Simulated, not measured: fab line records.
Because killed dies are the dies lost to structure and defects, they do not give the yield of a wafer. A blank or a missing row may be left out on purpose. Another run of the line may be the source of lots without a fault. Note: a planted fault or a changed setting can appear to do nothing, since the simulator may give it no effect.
fab line records || flow n5-finfet || part 2 of 2: steps 21 to 32 of 32
record: {"lots": 5, "wafers": 15, "last-day": 16}
route steps=1938 shown BEOL_M6@1196
lots untouched by any fault: they come from a run of this same line in which no faults occurred
start-h: start of the lot's first displayed wafer, in hours after the record's first day || wait-h: time in hours since the lot's previous step || " same as the row above || L1.1+2: a row that stands for several wafers || - value missing, or start not given || * or withheld: withheld || < > ~ a bound
route shown NAME@n: names a module that has steps shown in the file, with the first one's number in the route || usual: mean/standard deviation taken from wafers without a fault || same: alike in all rows || chamber/n: place in a boat || sites: readings site by site || _std_site: the values' standard deviation || _edge_site: the outer-site mean with the inner-site mean subtracted || radius-mm: for every site, how far away it sits from the centre of the wafer || mask NAME#n: copy n || behind: tool/chamber where the wafer was last shaped || hold: why the lot was held/for how many hours/how that ended || device: names the non-switching transistor (n, p or np) || end of line: the same wafers' tests at the end of the route || a step given without rows: its recipe and nothing more || killed: count of dies lost to structure and defects at first sort (not the wafer's yield) || map: the dies of a wafer, with x for killed, . for not killed, _ for no die there
set.NAME: the setting the step ran with; set.NAME@STEP: the setting that earlier step ran with || model.NAME: the simulator's own value behind a step, which no gauge read
lots at some steps of the route; a table a step, a row a wafer
services: when a tool's chamber went out of use (start-h, in hours from the record's first day, below 0 if earlier), for how many hours, and the reason
== steps ==
step: N5_BEOL_M6_STRIP_19
recipe: {"chemistry": "O2", "power-w": 400, "temp-c": 40, "pressure-mtorr": 30, "rf-frequency-hz": 6e+07, "bias-power-w": 0, "overash-fraction": 0.2, "o2-flow-sccm": 225}
usual: {"drypump-motor-current-A": "6.0/0.5", "oes-product-au": "0.78/0.079", "rf-vpp-V": "3.7/0.59", "showerhead-plenum-p-Torr": "2.11/0.062", "throttle-valve-pct": "16.68/0.26"}
{"lot.wafer": "L081.1", "tool": "rie-diel-01", "chamber": 0, "start-h": 226.17, "wait-h": 0.1, "drypump-motor-current-A": 5.4, "oes-product-au": 0.86, "rf-hours-counter-h": 67, "rf-vpp-V": 3.2, "showerhead-plenum-p-Torr": 2.12, "throttle-valve-pct": 16.90}
{"lot.wafer": "L081.5", "tool": "rie-diel-01", "chamber": 2, "start-h": 226.17, "wait-h": 0.1, "drypump-motor-current-A": 6.6, "oes-product-au": 0.69, "rf-hours-counter-h": "-", "rf-vpp-V": 4.6, "showerhead-plenum-p-Torr": 2.08, "throttle-valve-pct": 16.77}
{"lot.wafer": "L081.6", "tool": "rie-diel-01", "chamber": 3, "start-h": 226.17, "wait-h": 0.1, "drypump-motor-current-A": 5.1, "oes-product-au": 0.70, "rf-hours-counter-h": "-", "rf-vpp-V": 3.7, "showerhead-plenum-p-Torr": 1.99, "throttle-valve-pct": 16.76}
{"lot.wafer": "L087.1", "tool": "rie-diel-05", "chamber": 0, "start-h": 258.01, "wait-h": 0.2, "drypump-motor-current-A": 5.6, "oes-product-au": 0.81, "rf-hours-counter-h": 115, "rf-vpp-V": 3.3, "showerhead-plenum-p-Torr": 2.02, "throttle-valve-pct": 16.54}
{"lot.wafer": "L087.2", "tool": "rie-diel-05", "chamber": 3, "start-h": 258.01, "wait-h": 0.2, "drypump-motor-current-A": 5.5, "oes-product-au": 0.76, "rf-hours-counter-h": 159, "rf-vpp-V": 3.5, "showerhead-plenum-p-Torr": 2.19, "throttle-valve-pct": 16.85}
{"lot.wafer": "L087.5", "tool": "rie-diel-05", "chamber": 1, "start-h": 258.01, "wait-h": 0.2, "drypump-motor-current-A": 6.2, "oes-product-au": 0.92, "rf-hours-counter-h": "-", "rf-vpp-V": 3.8, "showerhead-plenum-p-Torr": 2.15, "throttle-valve-pct": 16.38}
{"lot.wafer": "L090.1", "tool": "rie-diel-05", "chamber": 0, "start-h": 272.24, "wait-h": 0.1, "drypump-motor-current-A": 5.6, "oes-product-au": 0.78, "rf-hours-counter-h": 119, "rf-vpp-V": 3.2, "showerhead-plenum-p-Torr": 2.02, "throttle-valve-pct": 16.54}
{"lot.wafer": "L090.4", "tool": "rie-diel-05", "chamber": 2, "start-h": 272.24, "wait-h": 0.1, "drypump-motor-current-A": 6.6, "oes-product-au": 0.73, "rf-hours-counter-h": 186, "rf-vpp-V": 4.0, "showerhead-plenum-p-Torr": 2.09, "throttle-valve-pct": 16.76}
{"lot.wafer": "L090.6", "tool": "rie-diel-05", "chamber": 1, "start-h": 272.24, "wait-h": 0.1, "drypump-motor-current-A": 6.2, "oes-product-au": 0.89, "rf-hours-counter-h": "-", "rf-vpp-V": 3.1, "showerhead-plenum-p-Torr": 2.14, "throttle-valve-pct": 16.39}
{"lot.wafer": "L091.2", "tool": "rie-diel-01", "chamber": 2, "start-h": 285.55, "wait-h": 0.1, "drypump-motor-current-A": 6.6, "oes-product-au": 0.68, "rf-hours-counter-h": 232, "rf-vpp-V": 3.8, "showerhead-plenum-p-Torr": 2.08, "throttle-valve-pct": 16.81}
{"lot.wafer": "L091.4", "tool": "rie-diel-01", "chamber": 0, "start-h": 285.55, "wait-h": 0.1, "drypump-motor-current-A": 5.5, "oes-product-au": 0.83, "rf-hours-counter-h": "-", "rf-vpp-V": 3.5, "showerhead-plenum-p-Torr": 2.11, "throttle-valve-pct": 16.93}
{"lot.wafer": "L091.5", "tool": "rie-diel-01", "chamber": 2, "start-h": 285.55, "wait-h": 0.1, "drypump-motor-current-A": 6.6, "oes-product-au": 0.68, "rf-hours-counter-h": "-", "rf-vpp-V": 3.6, "showerhead-plenum-p-Torr": 2.08, "throttle-valve-pct": 16.80}
{"lot.wafer": "L094.2", "tool": "rie-diel-01", "chamber": 1, "start-h": 294.32, "wait-h": 0.1, "drypump-motor-current-A": 6.6, "oes-product-au": 0.81, "rf-hours-counter-h": 100, "rf-vpp-V": 2.6, "showerhead-plenum-p-Torr": 2.12, "throttle-valve-pct": 17.02}
{"lot.wafer": "L094.3", "tool": "rie-diel-01", "chamber": 2, "start-h": 294.32, "wait-h": 0.1, "drypump-motor-current-A": 6.6, "oes-product-au": 0.68, "rf-hours-counter-h": 236, "rf-vpp-V": 3.8, "showerhead-plenum-p-Torr": 2.08, "throttle-valve-pct": 16.78}
{"lot.wafer": "L094.4", "tool": "rie-diel-01", "chamber": 0, "start-h": 294.32, "wait-h": 0.1, "drypump-motor-current-A": 5.5, "oes-product-au": 0.83, "rf-hours-counter-h": "-", "rf-vpp-V": 4.0, "showerhead-plenum-p-Torr": 2.11, "throttle-valve-pct": 16.93}
step: N5_BEOL_M6_CD_MEAS_18
recipe: {"pitch-nm": 80, "target-cd-nm": 40}
usual: {"cd-nm": "40.1/0.45"}
{"lot.wafer": "L081.1", "tool": "cd-sem-01", "chamber": "-", "start-h": 226.24, "wait-h": 0.0, "cd-nm": 40.9}
{"lot.wafer": "L081.5", "tool": "cd-sem-01", "chamber": "-", "start-h": 226.24, "wait-h": 0.0, "cd-nm": 40.2}
{"lot.wafer": "L081.6", "tool": "cd-sem-01", "chamber": "-", "start-h": 226.24, "wait-h": 0.0, "cd-nm": 39.5}
{"lot.wafer": "L087.1", "tool": "cd-sem-01", "chamber": "-", "start-h": 258.07, "wait-h": 0.0, "cd-nm": 39.6}
{"lot.wafer": "L087.2", "tool": "cd-sem-01", "chamber": "-", "start-h": 258.07, "wait-h": 0.0, "cd-nm": 39.8}
{"lot.wafer": "L087.5", "tool": "cd-sem-01", "chamber": "-", "start-h": 258.07, "wait-h": 0.0, "cd-nm": 39.7}
{"lot.wafer": "L090.1", "tool": "cd-sem-03", "chamber": "-", "start-h": 272.30, "wait-h": 0.0, "cd-nm": 40.7}
{"lot.wafer": "L090.4", "tool": "cd-sem-03", "chamber": "-", "start-h": 272.30, "wait-h": 0.0, "cd-nm": 39.9}
{"lot.wafer": "L090.6", "tool": "cd-sem-03", "chamber": "-", "start-h": 272.30, "wait-h": 0.0, "cd-nm": 40.4}
{"lot.wafer": "L091.2", "tool": "cd-sem-01", "chamber": "-", "start-h": 285.64, "wait-h": 0.1, "cd-nm": 40.4}
{"lot.wafer": "L091.4", "tool": "cd-sem-01", "chamber": "-", "start-h": 285.64, "wait-h": 0.1, "cd-nm": 39.9}
{"lot.wafer": "L091.5", "tool": "cd-sem-01", "chamber": "-", "start-h": 285.64, "wait-h": 0.1, "cd-nm": 40.9}
{"lot.wafer": "L094.2", "tool": "cd-sem-02", "chamber": "-", "start-h": 294.39, "wait-h": 0.1, "cd-nm": 39.0}
{"lot.wafer": "L094.3", "tool": "cd-sem-02", "chamber": "-", "start-h": 294.39, "wait-h": 0.1, "cd-nm": 40.2}
{"lot.wafer": "L094.4", "tool": "cd-sem-02", "chamber": "-", "start-h": 294.39, "wait-h": 0.1, "cd-nm": 39.7}
step: N5_BEOL_M6_COAT_63
recipe: {"resist": "SOC", "temp-c": 250, "time-s": 60, "spin-rpm": 1500, "resist-thk-nm": 60}
usual: {"plate-temp-C": "250.00/0.18"}
{"lot.wafer": "L081.1", "tool": "litho-track-02", "chamber": 0, "start-h": 226.27, "wait-h": 0.0, "plate-temp-C": 249.58}
{"lot.wafer": "L081.5", "tool": "litho-track-02", "chamber": 0, "start-h": 226.27, "wait-h": 0.0, "plate-temp-C": 249.78}
{"lot.wafer": "L081.6", "tool": "litho-track-02", "chamber": 0, "start-h": 226.27, "wait-h": 0.0, "plate-temp-C": 249.90}
{"lot.wafer": "L087.1", "tool": "litho-track-04", "chamber": 0, "start-h": 259.80, "wait-h": 1.7, "plate-temp-C": 250.05}
{"lot.wafer": "L087.2", "tool": "litho-track-04", "chamber": 0, "start-h": 259.80, "wait-h": 1.7, "plate-temp-C": 250.26}
{"lot.wafer": "L087.5", "tool": "litho-track-04", "chamber": 0, "start-h": 259.80, "wait-h": 1.7, "plate-temp-C": 249.63}
{"lot.wafer": "L090.1", "tool": "litho-track-05", "chamber": 0, "start-h": 272.34, "wait-h": 0.0, "plate-temp-C": 250.07}
{"lot.wafer": "L090.4", "tool": "litho-track-05", "chamber": 0, "start-h": 272.34, "wait-h": 0.0, "plate-temp-C": 250.14}
{"lot.wafer": "L090.6", "tool": "litho-track-05", "chamber": 0, "start-h": 272.34, "wait-h": 0.0, "plate-temp-C": 250.19}
{"lot.wafer": "L091.2", "tool": "litho-track-05", "chamber": 0, "start-h": 285.82, "wait-h": 0.2, "plate-temp-C": 249.84}
{"lot.wafer": "L091.4", "tool": "litho-track-05", "chamber": 0, "start-h": 285.82, "wait-h": 0.2, "plate-temp-C": 250.34}
{"lot.wafer": "L091.5", "tool": "litho-track-05", "chamber": 0, "start-h": 285.82, "wait-h": 0.2, "plate-temp-C": 250.32}
{"lot.wafer": "L094.2", "tool": "litho-track-04", "chamber": 0, "start-h": 295.80, "wait-h": 1.4, "plate-temp-C": 249.86}
{"lot.wafer": "L094.3", "tool": "litho-track-04", "chamber": 0, "start-h": 295.80, "wait-h": 1.4, "plate-temp-C": 249.90}
{"lot.wafer": "L094.4", "tool": "litho-track-04", "chamber": 0, "start-h": 295.80, "wait-h": 1.4, "plate-temp-C": 250.02}
step: N5_BEOL_M6_COAT_64
recipe: {"resist": "SiARC", "temp-c": 220, "time-s": 60, "spin-rpm": 1500, "resist-thk-nm": 12}
usual: {"plate-temp-C": "220.00/0.14"}
{"lot.wafer": "L081.1", "tool": "litho-track-02", "chamber": 0, "start-h": "-", "wait-h": "-", "plate-temp-C": 220.14}
{"lot.wafer": "L081.5", "tool": "litho-track-02", "chamber": 0, "start-h": "-", "wait-h": "-", "plate-temp-C": 220.03}
{"lot.wafer": "L081.6", "tool": "litho-track-02", "chamber": 0, "start-h": "-", "wait-h": "-", "plate-temp-C": 220.27}
{"lot.wafer": "L087.1", "tool": "litho-track-04", "chamber": 0, "start-h": "-", "wait-h": "-", "plate-temp-C": 220.13}
{"lot.wafer": "L087.2", "tool": "litho-track-04", "chamber": 0, "start-h": "-", "wait-h": "-", "plate-temp-C": 220.19}
{"lot.wafer": "L087.5", "tool": "litho-track-04", "chamber": 0, "start-h": "-", "wait-h": "-", "plate-temp-C": 220.30}
{"lot.wafer": "L090.1", "tool": "litho-track-05", "chamber": 0, "start-h": "-", "wait-h": "-", "plate-temp-C": 219.85}
{"lot.wafer": "L090.4", "tool": "litho-track-05", "chamber": 0, "start-h": "-", "wait-h": "-", "plate-temp-C": 220.09}
{"lot.wafer": "L090.6", "tool": "litho-track-05", "chamber": 0, "start-h": "-", "wait-h": "-", "plate-temp-C": 220.00}
{"lot.wafer": "L091.2", "tool": "litho-track-05", "chamber": 0, "start-h": "-", "wait-h": "-", "plate-temp-C": 220.14}
{"lot.wafer": "L091.4", "tool": "litho-track-05", "chamber": 0, "start-h": "-", "wait-h": "-", "plate-temp-C": 219.94}
{"lot.wafer": "L091.5", "tool": "litho-track-05", "chamber": 0, "start-h": "-", "wait-h": "-", "plate-temp-C": 219.84}
{"lot.wafer": "L094.2", "tool": "litho-track-04", "chamber": 0, "start-h": "-", "wait-h": "-", "plate-temp-C": 220.00}
{"lot.wafer": "L094.3", "tool": "litho-track-04", "chamber": 0, "start-h": "-", "wait-h": "-", "plate-temp-C": 219.97}
{"lot.wafer": "L094.4", "tool": "litho-track-04", "chamber": 0, "start-h": "-", "wait-h": "-", "plate-temp-C": 220.27}
step: N5_BEOL_M6_COAT_71
recipe: {"resist": "underlayer", "temp-c": 205, "time-s": 60, "spin-rpm": 1500, "resist-thk-nm": 5}
usual: {"plate-temp-C": "205.03/0.14"}
{"lot.wafer": "L081.1", "tool": "litho-track-02", "chamber": 0, "start-h": "-", "wait-h": "-", "plate-temp-C": 204.95}
{"lot.wafer": "L081.5", "tool": "litho-track-02", "chamber": 0, "start-h": "-", "wait-h": "-", "plate-temp-C": 204.85}
{"lot.wafer": "L081.6", "tool": "litho-track-02", "chamber": 0, "start-h": "-", "wait-h": "-", "plate-temp-C": 205.21}
{"lot.wafer": "L087.1", "tool": "litho-track-04", "chamber": 0, "start-h": "-", "wait-h": "-", "plate-temp-C": 205.00}
{"lot.wafer": "L087.2", "tool": "litho-track-04", "chamber": 0, "start-h": "-", "wait-h": "-", "plate-temp-C": 205.02}
{"lot.wafer": "L087.5", "tool": "litho-track-04", "chamber": 0, "start-h": "-", "wait-h": "-", "plate-temp-C": 204.97}
{"lot.wafer": "L090.1", "tool": "litho-track-05", "chamber": 0, "start-h": "-", "wait-h": "-", "plate-temp-C": 204.96}
{"lot.wafer": "L090.4", "tool": "litho-track-05", "chamber": 0, "start-h": "-", "wait-h": "-", "plate-temp-C": 204.83}
{"lot.wafer": "L090.6", "tool": "litho-track-05", "chamber": 0, "start-h": "-", "wait-h": "-", "plate-temp-C": 204.87}
{"lot.wafer": "L091.2", "tool": "litho-track-05", "chamber": 0, "start-h": "-", "wait-h": "-", "plate-temp-C": 205.18}
{"lot.wafer": "L091.4", "tool": "litho-track-05", "chamber": 0, "start-h": "-", "wait-h": "-", "plate-temp-C": 205.17}
{"lot.wafer": "L091.5", "tool": "litho-track-05", "chamber": 0, "start-h": "-", "wait-h": "-", "plate-temp-C": 205.05}
{"lot.wafer": "L094.2", "tool": "litho-track-04", "chamber": 0, "start-h": "-", "wait-h": "-", "plate-temp-C": 204.86}
{"lot.wafer": "L094.3", "tool": "litho-track-04", "chamber": 0, "start-h": "-", "wait-h": "-", "plate-temp-C": 205.12}
{"lot.wafer": "L094.4", "tool": "litho-track-04", "chamber": 0, "start-h": "-", "wait-h": "-", "plate-temp-C": 205.06}
step: N5_BEOL_M6_COAT_22
recipe: {"resist": "CAR-EUV", "spin-rpm": 1500, "resist-thk-nm": 30}
{"lot.wafer": "L081.1+5+6", "tool": "litho-track-02", "chamber": 0, "start-h": "-", "wait-h": "-"}
{"lot.wafer": "L087.1+2+5", "tool": "litho-track-04", "chamber": 0, "start-h": "-", "wait-h": "-"}
{"lot.wafer": "L090.1+4+6", "tool": "litho-track-05", "chamber": 0, "start-h": "-", "wait-h": "-"}
{"lot.wafer": "L091.2+4+5", "tool": "litho-track-05", "chamber": 0, "start-h": "-", "wait-h": "-"}
{"lot.wafer": "L094.2+3+4", "tool": "litho-track-04", "chamber": 0, "start-h": "-", "wait-h": "-"}
step: N5_BEOL_M6_EBR_24
recipe: {"solvent": "PGMEA", "ebr-width-mm": 1.5}
same: {"ebr-width-mm": 1.5}
{"lot.wafer": "L081.1+5+6", "tool": "litho-track-02", "chamber": 0, "start-h": "-", "wait-h": "-"}
{"lot.wafer": "L087.1+2+5", "tool": "litho-track-04", "chamber": 0, "start-h": "-", "wait-h": "-"}
{"lot.wafer": "L090.1+4+6", "tool": "litho-track-05", "chamber": 0, "start-h": "-", "wait-h": "-"}
{"lot.wafer": "L091.2+4+5", "tool": "litho-track-05", "chamber": 0, "start-h": "-", "wait-h": "-"}
{"lot.wafer": "L094.2+3+4", "tool": "litho-track-04", "chamber": 0, "start-h": "-", "wait-h": "-"}
step: N5_BEOL_M6_SOFTBAKE_23
recipe: {"temp-c": 110, "time-s": 60, "resist": "CAR-EUV"}
usual: {"plate-temp-C": "110.01/0.14"}
{"lot.wafer": "L081.1", "tool": "litho-track-02", "chamber": 0, "start-h": "-", "wait-h": "-", "plate-temp-C": 109.96}
{"lot.wafer": "L081.5", "tool": "litho-track-02", "chamber": 0, "start-h": "-", "wait-h": "-", "plate-temp-C": 110.23}
{"lot.wafer": "L081.6", "tool": "litho-track-02", "chamber": 0, "start-h": "-", "wait-h": "-", "plate-temp-C": 110.09}
{"lot.wafer": "L087.1", "tool": "litho-track-04", "chamber": 0, "start-h": "-", "wait-h": "-", "plate-temp-C": 109.52}
{"lot.wafer": "L087.2", "tool": "litho-track-04", "chamber": 0, "start-h": "-", "wait-h": "-", "plate-temp-C": 110.06}
{"lot.wafer": "L087.5", "tool": "litho-track-04", "chamber": 0, "start-h": "-", "wait-h": "-", "plate-temp-C": 109.96}
{"lot.wafer": "L090.1", "tool": "litho-track-05", "chamber": 0, "start-h": "-", "wait-h": "-", "plate-temp-C": 109.76}
{"lot.wafer": "L090.4", "tool": "litho-track-05", "chamber": 0, "start-h": "-", "wait-h": "-", "plate-temp-C": 110.00}
{"lot.wafer": "L090.6", "tool": "litho-track-05", "chamber": 0, "start-h": "-", "wait-h": "-", "plate-temp-C": 109.95}
{"lot.wafer": "L091.2", "tool": "litho-track-05", "chamber": 0, "start-h": "-", "wait-h": "-", "plate-temp-C": 110.03}
{"lot.wafer": "L091.4", "tool": "litho-track-05", "chamber": 0, "start-h": "-", "wait-h": "-", "plate-temp-C": 109.99}
{"lot.wafer": "L091.5", "tool": "litho-track-05", "chamber": 0, "start-h": "-", "wait-h": "-", "plate-temp-C": 110.20}
{"lot.wafer": "L094.2", "tool": "litho-track-04", "chamber": 0, "start-h": "-", "wait-h": "-", "plate-temp-C": 110.05}
{"lot.wafer": "L094.3", "tool": "litho-track-04", "chamber": 0, "start-h": "-", "wait-h": "-", "plate-temp-C": 110.36}
{"lot.wafer": "L094.4", "tool": "litho-track-04", "chamber": 0, "start-h": "-", "wait-h": "-", "plate-temp-C": 110.43}
step: N5_BEOL_M6_EXPOSE_25
recipe: {"mask-id": "V5", "na": 0.33, "source-shape": "annular", "sigma-inner": 0.4, "sigma-outer": 0.8, "polarization": "unpolarized", "target-cd-nm": 40, "dose-mj": 45}
usual: {"focus-offset-nm": "-0.1/0.61", "reticle-temp-C": "23.00/0.12"}
{"lot.wafer": "L081.1", "tool": "euv-scanner-02", "chamber": 0, "start-h": 226.41, "wait-h": "-", "mask": "V5#0", "focus-offset-nm": -0.2, "reticle-temp-C": 22.93}
{"lot.wafer": "L081.5", "tool": "euv-scanner-02", "chamber": 0, "start-h": 226.41, "wait-h": "-", "mask": "V5#0", "focus-offset-nm": -0.2, "reticle-temp-C": 22.90}
{"lot.wafer": "L081.6", "tool": "euv-scanner-02", "chamber": 0, "start-h": 226.41, "wait-h": "-", "mask": "V5#0", "focus-offset-nm": -0.9, "reticle-temp-C": 22.80}
{"lot.wafer": "L087.1", "tool": "euv-scanner-02", "chamber": 0, "start-h": 259.94, "wait-h": "-", "mask": "V5#0", "focus-offset-nm": 0.1, "reticle-temp-C": 22.95}
{"lot.wafer": "L087.2", "tool": "euv-scanner-02", "chamber": 0, "start-h": 259.94, "wait-h": "-", "mask": "V5#0", "focus-offset-nm": -0.2, "reticle-temp-C": 22.90}
{"lot.wafer": "L087.5", "tool": "euv-scanner-02", "chamber": 0, "start-h": 259.94, "wait-h": "-", "mask": "V5#0", "focus-offset-nm": -0.1, "reticle-temp-C": 22.97}
{"lot.wafer": "L090.1", "tool": "euv-scanner-01", "chamber": 0, "start-h": 272.63, "wait-h": "-", "mask": "V5#0", "focus-offset-nm": 0.6, "reticle-temp-C": 23.03}
{"lot.wafer": "L090.4", "tool": "euv-scanner-01", "chamber": 0, "start-h": 272.63, "wait-h": "-", "mask": "V5#0", "focus-offset-nm": 0.2, "reticle-temp-C": 22.96}
{"lot.wafer": "L090.6", "tool": "euv-scanner-01", "chamber": 0, "start-h": 272.63, "wait-h": "-", "mask": "V5#0", "focus-offset-nm": -0.1, "reticle-temp-C": 22.77}
{"lot.wafer": "L091.2", "tool": "euv-scanner-01", "chamber": 0, "start-h": 285.96, "wait-h": "-", "mask": "V5#0", "focus-offset-nm": -0.6, "reticle-temp-C": 23.07}
{"lot.wafer": "L091.4", "tool": "euv-scanner-01", "chamber": 0, "start-h": 285.96, "wait-h": "-", "mask": "V5#0", "focus-offset-nm": 0.9, "reticle-temp-C": 23.10}
{"lot.wafer": "L091.5", "tool": "euv-scanner-01", "chamber": 0, "start-h": 285.96, "wait-h": "-", "mask": "V5#0", "focus-offset-nm": 1.0, "reticle-temp-C": 22.94}
{"lot.wafer": "L094.2", "tool": "euv-scanner-01", "chamber": 0, "start-h": 295.99, "wait-h": "-", "mask": "V5#0", "focus-offset-nm": 1.0, "reticle-temp-C": 23.10}
{"lot.wafer": "L094.3", "tool": "euv-scanner-01", "chamber": 0, "start-h": 295.99, "wait-h": "-", "mask": "V5#0", "focus-offset-nm": -0.3, "reticle-temp-C": 23.02}
{"lot.wafer": "L094.4", "tool": "euv-scanner-01", "chamber": 0, "start-h": 295.99, "wait-h": "-", "mask": "V5#0", "focus-offset-nm": -0.3, "reticle-temp-C": 23.19}
step: N5_BEOL_M6_PEB_26
recipe: {"peb-temp-c": 100, "peb-time-s": 60, "resist": "CAR-EUV"}
usual: {"plate-temp-C": "99.99/0.12"}
same: {"peb-time-s": 60}
{"lot.wafer": "L081.1", "tool": "litho-track-05", "chamber": 0, "start-h": 226.48, "wait-h": 0.1, "plate-temp-C": 99.89}
{"lot.wafer": "L081.5", "tool": "litho-track-05", "chamber": 0, "start-h": 226.48, "wait-h": 0.1, "plate-temp-C": 100.09}
{"lot.wafer": "L081.6", "tool": "litho-track-05", "chamber": 0, "start-h": 226.48, "wait-h": 0.1, "plate-temp-C": 100.30}
{"lot.wafer": "L087.1", "tool": "litho-track-04", "chamber": 0, "start-h": 260.01, "wait-h": 0.1, "plate-temp-C": 100.14}
{"lot.wafer": "L087.2", "tool": "litho-track-04", "chamber": 0, "start-h": 260.01, "wait-h": 0.1, "plate-temp-C": 99.96}
{"lot.wafer": "L087.5", "tool": "litho-track-04", "chamber": 0, "start-h": 260.01, "wait-h": 0.1, "plate-temp-C": 100.19}
{"lot.wafer": "L090.1", "tool": "litho-track-05", "chamber": 0, "start-h": 272.69, "wait-h": 0.1, "plate-temp-C": 99.75}
{"lot.wafer": "L090.4", "tool": "litho-track-05", "chamber": 0, "start-h": 272.69, "wait-h": 0.1, "plate-temp-C": 99.97}
{"lot.wafer": "L090.6", "tool": "litho-track-05", "chamber": 0, "start-h": 272.69, "wait-h": 0.1, "plate-temp-C": 99.74}
{"lot.wafer": "L091.2", "tool": "litho-track-02", "chamber": 0, "start-h": 286.02, "wait-h": 0.1, "plate-temp-C": 100.20}
{"lot.wafer": "L091.4", "tool": "litho-track-02", "chamber": 0, "start-h": 286.02, "wait-h": 0.1, "plate-temp-C": 99.94}
{"lot.wafer": "L091.5", "tool": "litho-track-02", "chamber": 0, "start-h": 286.02, "wait-h": 0.1, "plate-temp-C": 100.03}
{"lot.wafer": "L094.2", "tool": "litho-track-02", "chamber": 0, "start-h": 296.05, "wait-h": 0.1, "plate-temp-C": 99.99}
{"lot.wafer": "L094.3", "tool": "litho-track-02", "chamber": 0, "start-h": 296.05, "wait-h": 0.1, "plate-temp-C": 100.18}
{"lot.wafer": "L094.4", "tool": "litho-track-02", "chamber": 0, "start-h": 296.05, "wait-h": 0.1, "plate-temp-C": 99.97}
step: N5_BEOL_M6_DEVELOP_27
recipe: {"develop-time-s": 30, "developer": "TMAH", "resist": "CAR-EUV", "rinse-liquid": "surfactant-rinse", "dry": "air-spin", "dev-temp-c": 23}
{"lot.wafer": "L081.1+5+6", "tool": "litho-track-05", "chamber": 0, "start-h": "-", "wait-h": "-"}
{"lot.wafer": "L087.1+2+5", "tool": "litho-track-04", "chamber": 0, "start-h": "-", "wait-h": "-"}
{"lot.wafer": "L090.1+4+6", "tool": "litho-track-05", "chamber": 0, "start-h": "-", "wait-h": "-"}
{"lot.wafer": "L091.2+4+5", "tool": "litho-track-02", "chamber": 0, "start-h": "-", "wait-h": "-"}
{"lot.wafer": "L094.2+3+4", "tool": "litho-track-02", "chamber": 0, "start-h": "-", "wait-h": "-"}
step: N5_BEOL_M6_CD_MEAS_28
recipe: {"target-cd-nm": 40, "landing-energy-ev": 500, "detector": "se-inlens"}
usual: {"cd-nm": "40.03/0.23"}
same: {"landing-energy-ev": 500}
{"lot.wafer": "L081.1", "tool": "cd-sem-01", "chamber": 0, "start-h": 226.54, "wait-h": "-", "cd-nm": 39.93}
{"lot.wafer": "L081.5", "tool": "cd-sem-01", "chamber": 0, "start-h": 226.54, "wait-h": "-", "cd-nm": 40.28}
{"lot.wafer": "L081.6", "tool": "cd-sem-01", "chamber": 0, "start-h": 226.54, "wait-h": "-", "cd-nm": 40.19}
{"lot.wafer": "L087.1", "tool": "cd-sem-01", "chamber": 0, "start-h": 260.07, "wait-h": "-", "cd-nm": 39.62}
{"lot.wafer": "L087.2", "tool": "cd-sem-01", "chamber": 0, "start-h": 260.07, "wait-h": "-", "cd-nm": 39.94}
{"lot.wafer": "L087.5", "tool": "cd-sem-01", "chamber": 0, "start-h": 260.07, "wait-h": "-", "cd-nm": 39.91}
{"lot.wafer": "L090.1", "tool": "cd-sem-02", "chamber": 0, "start-h": 272.76, "wait-h": "-", "cd-nm": 39.94}
{"lot.wafer": "L090.4", "tool": "cd-sem-02", "chamber": 0, "start-h": 272.76, "wait-h": "-", "cd-nm": 39.84}
{"lot.wafer": "L090.6", "tool": "cd-sem-02", "chamber": 0, "start-h": 272.76, "wait-h": "-", "cd-nm": 40.23}
{"lot.wafer": "L091.2", "tool": "cd-sem-01", "chamber": 0, "start-h": 286.09, "wait-h": "-", "cd-nm": 40.03}
{"lot.wafer": "L091.4", "tool": "cd-sem-01", "chamber": 0, "start-h": 286.09, "wait-h": "-", "cd-nm": 40.24}
{"lot.wafer": "L091.5", "tool": "cd-sem-01", "chamber": 0, "start-h": 286.09, "wait-h": "-", "cd-nm": 39.84}
{"lot.wafer": "L094.2", "tool": "cd-sem-03", "chamber": 0, "start-h": 296.11, "wait-h": "-", "cd-nm": 40.11}
{"lot.wafer": "L094.3", "tool": "cd-sem-03", "chamber": 0, "start-h": 296.11, "wait-h": "-", "cd-nm": 39.61}
{"lot.wafer": "L094.4", "tool": "cd-sem-03", "chamber": 0, "start-h": 296.11, "wait-h": "-", "cd-nm": 40.05}
== services ==
{"tool": "euv-scanner-02", "chamber": "-", "start-h": 206.29, "hours": 1.0, "kind": "repair"}
{"tool": "arfi-scanner-03", "chamber": "-", "start-h": 207.14, "hours": 0.7, "kind": "repair"}
{"tool": "rie-diel-04", "chamber": 2, "start-h": 210.03, "hours": 5.3, "kind": "repair"}
{"tool": "rie-diel-04", "chamber": 1, "start-h": 217.31, "hours": 5.0, "kind": "repair"}
{"tool": "rie-diel-01", "chamber": 3, "start-h": 221.31, "hours": 4.5, "kind": "repair"}
{"tool": "arfi-scanner-03", "chamber": "-", "start-h": 227.72, "hours": 0.8, "kind": "pm"}
{"tool": "arfi-scanner-01", "chamber": "-", "start-h": 238.05, "hours": 4.8, "kind": "repair"}
{"tool": "euv-scanner-01", "chamber": "-", "start-h": 240.13, "hours": 4.6, "kind": "pm"}
{"tool": "rie-diel-01", "chamber": 2, "start-h": 240.16, "hours": 6.1, "kind": "repair"}
{"tool": "euv-scanner-02", "chamber": "-", "start-h": 244.73, "hours": 1.0, "kind": "pm"}
{"tool": "euv-scanner-01", "chamber": "-", "start-h": 245.96, "hours": 1.0, "kind": "pm"}
{"tool": "euv-scanner-02", "chamber": "-", "start-h": 246.97, "hours": 4.6, "kind": "pm"}
{"tool": "arfi-scanner-03", "chamber": "-", "start-h": 248.85, "hours": 1.3, "kind": "pm"}
{"tool": "rie-metal-02", "chamber": 0, "start-h": 253.58, "hours": 26.6, "kind": "repair"}
{"tool": "rie-metal-03", "chamber": "-", "start-h": 253.80, "hours": 1.7, "kind": "repair"}
{"tool": "pecvd-02", "chamber": "-", "start-h": 256.77, "hours": 4.3, "kind": "pm"}
{"tool": "rie-diel-04", "chamber": 1, "start-h": 265.61, "hours": 2.8, "kind": "repair"}
{"tool": "pecvd-01", "chamber": 0, "start-h": 267.79, "hours": 6.9, "kind": "repair"}
{"tool": "rie-diel-04", "chamber": 1, "start-h": 270.86, "hours": 4.3, "kind": "repair"}
{"tool": "pecvd-02", "chamber": 0, "start-h": 272.77, "hours": 6.2, "kind": "repair"}
{"tool": "arfi-scanner-03", "chamber": "-", "start-h": 273.69, "hours": 4.8, "kind": "pm"}
{"tool": "rie-diel-04", "chamber": 3, "start-h": 283.85, "hours": 4.2, "kind": "repair"}
{"tool": "rie-diel-01", "chamber": 1, "start-h": 284.52, "hours": 2.1, "kind": "repair"}
{"tool": "arfi-scanner-01", "chamber": "-", "start-h": 285.51, "hours": 3.9, "kind": "pm"}
